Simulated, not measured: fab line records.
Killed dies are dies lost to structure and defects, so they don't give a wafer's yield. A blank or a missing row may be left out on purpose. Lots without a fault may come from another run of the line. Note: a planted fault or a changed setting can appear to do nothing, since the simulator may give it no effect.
Struck lot and sound lot, side by side | flow nandHarc | 39 out of 1159 route steps
Sound: the wafers L455.1, L455.2, L455.4. Struck: wafer L460.1 (left out: L460.3, L460.4 of the same lot, which were not struck); the cause appears at the end.
At each step with rows: each side's tool, then ch and its chambers, then its first start. Under that, the readings that differ: sound wafers | struck wafers | difference of the means | sigmas: that difference in standard deviations of wafers without a fault.
alike: readings with means less than 2 such deviations apart, plus words and numbers identical on both sides. not compared: withheld readings, readings lacking a value on some wafer, bounds such as >300 that could conceal the same value, and numbers that have no deviation in the record and whose values overlap.
Wherever a step has rows on one side only, a row that says differs or no value, or a row with sigmas, the two part there. Non-overlapping numbers with no deviation appear without sigmas and do not part them. A reading missing from all wafers of one side parts the sides only when that side holds two or more wafers.

first, 8 steps without rows for these wafers: NHARC_P_BONDPAD_HMDS_02 (time 30 s); NHARC_P_BONDPAD_COAT_36 (time 65 s); NHARC_P_BONDPAD_COAT_03 (resist thk 600 nm); NHARC_P_BONDPAD_SOFTBAKE_04 (time 70 s); NHARC_P_BONDPAD_EBR_05; NHARC_P_BONDPAD_EXPOSE_06 (exposes mask P BPAD); NHARC_P_BONDPAD_PEB_07 (peb time 80 s); NHARC_P_BONDPAD_DEVELOP_08 (time 50 s).
NHARC_P_BONDPAD_CD_MEAS_09: the cd target is 500 nm.
  sound on cdSem-01 ch 0, day 7 07:40; struck on cdSem-02 ch 0, day 8 17:55
reading   | sound             | struck | difference | sigmas
cdNm (nm) | 496.4 497.3 496.4 | 503.0  | +6.3       | +2
NHARC_P_BONDPAD_OVL_MEAS_38:
  sound on overlay-02 at day 7 07:45; struck on overlay-01 at day 8 18:01
  alike: overlayXNm, overlayYNm
then, 2 steps without rows for these wafers: NHARC_P_BONDPAD_HARDBAKE_10 (time 65 s); NHARC_P_BONDPAD_DESCUM_11 (chemistry O2, time 3 s).
NHARC_P_BONDPAD_ETCH_37: etches the open film in N2/H2, target depth 60 nm, overetch 18 nm, time 65.91 s.
  sound on rieDiel-05 ch 0,1,3, day 7 07:58; struck on rieDiel-13 ch 1, day 8 18:13
reading                      | sound             | struck | difference | sigmas
rfHoursCounterH (h)          | 55 57 51          | 6      | -48        | 
rfVppV (V)                   | 426.1 430.3 427.0 | 433.2  | +5.4       | +2
showerheadPlenumPTorr (Torr) | 1.88 2.03 1.95    | 2.14   | +0.19      | +2
  alike: chamberPressureMTorr, drypumpMotorCurrentA, oesProductAu, throttleValvePct
NHARC_P_BONDPAD_ETCH_12: etches the open film in CHF3/O2, target depth 200 nm, time 100 s.
  sound: rieDiel-05 ch 0,1,3; struck: rieDiel-13 ch 3
reading                      | sound             | struck | difference | sigmas
drypumpMotorCurrentA (A)     | 5.4 5.4 5.6       | 6.4    | +0.9       | +3
rfHoursCounterH (h)          | 57 55 51          | 6      | -48        | 
rfVppV (V)                   | 371.6 365.9 367.7 | 373.8  | +5.4       | +2
showerheadPlenumPTorr (Torr) | 2.39 2.22 2.30    | 2.56   | +0.26      | +3
  alike: chamberPressureMTorr, oesProductAu, throttleValvePct
NHARC_P_BONDPAD_CD_MEAS_13:
  sound on cdSem-02 at day 7 08:13; struck on cdSem-03 at day 8 18:27
  alike: cdNm
NHARC_P_BONDPAD_STRIP_15: strips in O2.
  sound on rieDiel-13 ch 1,2,3, day 7 08:19; struck on rieDiel-13 ch 2, day 8 18:31
reading             | sound | struck | difference | sigmas
rfHoursCounterH (h) | 3 3 3 | 5      | +2         | 
  alike: chamberPressureMTorr, drypumpMotorCurrentA, oesProductAu, rfVppV, showerheadPlenumPTorr, throttleValvePct
NHARC_P_BONDPAD_ETCH_24: etches the open film in CF4/N2, target depth 30 nm, time 72.99 s.
  sound: rieDiel-13 ch 0,2,3; struck: rieDiel-13 ch 1
reading             | sound             | struck | difference | sigmas
oesProductAu (a.u.) | 0.981 0.998 0.989 | 1.031  | +0.042     | +2
rfHoursCounterH (h) | 3 3 3             | 6      | +3         | 
  alike: chamberPressureMTorr, drypumpMotorCurrentA, rfVppV, showerheadPlenumPTorr, throttleValvePct
then, 3 steps without rows for these wafers: NHARC_P_BONDPAD_STRIP_16 (strips in post etch residue remover, time 600 s); NHARC_P_BONDPAD_DEGAS_25 (time 60 s); NHARC_P_BONDPAD_PRE_CLEAN_26 (time 30 s).
NHARC_P_BONDPAD_PVD_17: deposits TaN, target thk 5 nm, time 8.06 s.
  sound on pvdSputter-02; struck on pvdSputter-02
  alike: chamberPressurePa, throttleValvePct
NHARC_P_BONDPAD_PVD_27: deposits Cu, target thk 30 nm, time 20.49 s.
  sound on pvdSputter-02; struck on pvdSputter-02
  alike: chamberPressurePa, throttleValvePct
then, 3 steps without rows for these wafers: NHARC_P_BONDPAD_ECD_18 (material Cu, target thk 400 nm); NHARC_P_BONDPAD_ANNEAL_28 (time 90 s); NHARC_P_BONDPAD_CMP_19 (polishes, t overpolish 30 s, cu recess touch 16 s, target thk 160.81 nm).
NHARC_P_BONDPAD_THK_MEAS_20: measures by xrf.
  sound on filmMetro-02 at day 7 11:08; struck on filmMetro-02 at day 8 20:30
  alike: thkNm
then, 12 steps without rows for these wafers: NHARC_P_BONDPAD_SRD_21 (time 30 s, dry time 20 s); NHARC_P_BONDPAD_ACTIVATE_29 (chemistry N2, time 60 s); NHARC_P_BONDPAD_PRECLEAN_30 (cleans in DIW, time 300 s); NHARC_P_BONDPAD_SRD_31 (time 30 s, dry time 20 s); NHARC_A_ZERO_WELL_PRECLEAN_00 (cleans in SPM, time 600 s); NHARC_A_ZERO_WELL_SRD_01; NHARC_A_ZERO_WELL_DEHYDRATE_02 (time 120 s); NHARC_A_ZERO_WELL_HMDS_03 (time 30 s); NHARC_A_ZERO_WELL_COAT_18 (time 65 s); NHARC_A_ZERO_WELL_COAT_04 (resist thk 600 nm); NHARC_A_ZERO_WELL_SOFTBAKE_05 (time 70 s); NHARC_A_ZERO_WELL_EBR_06.
-- jump in the record: it breaks off in module A_ZERO_WELL and resumes in module END (first step shown: number 1159 of the route), and 13 days separate the struck wafers' starts before and after --
NHARC_END_SORT_01:
  here the record holds rows for the struck wafers (prober-01 ch 0, day 21 08:50) but none for the sound ones

== WHERE THEY PART ==
Last at NHARC_END_SORT_01 as far as this record goes, first at NHARC_P_BONDPAD_CD_MEAS_09.

WHY: the cause the simulator had injected
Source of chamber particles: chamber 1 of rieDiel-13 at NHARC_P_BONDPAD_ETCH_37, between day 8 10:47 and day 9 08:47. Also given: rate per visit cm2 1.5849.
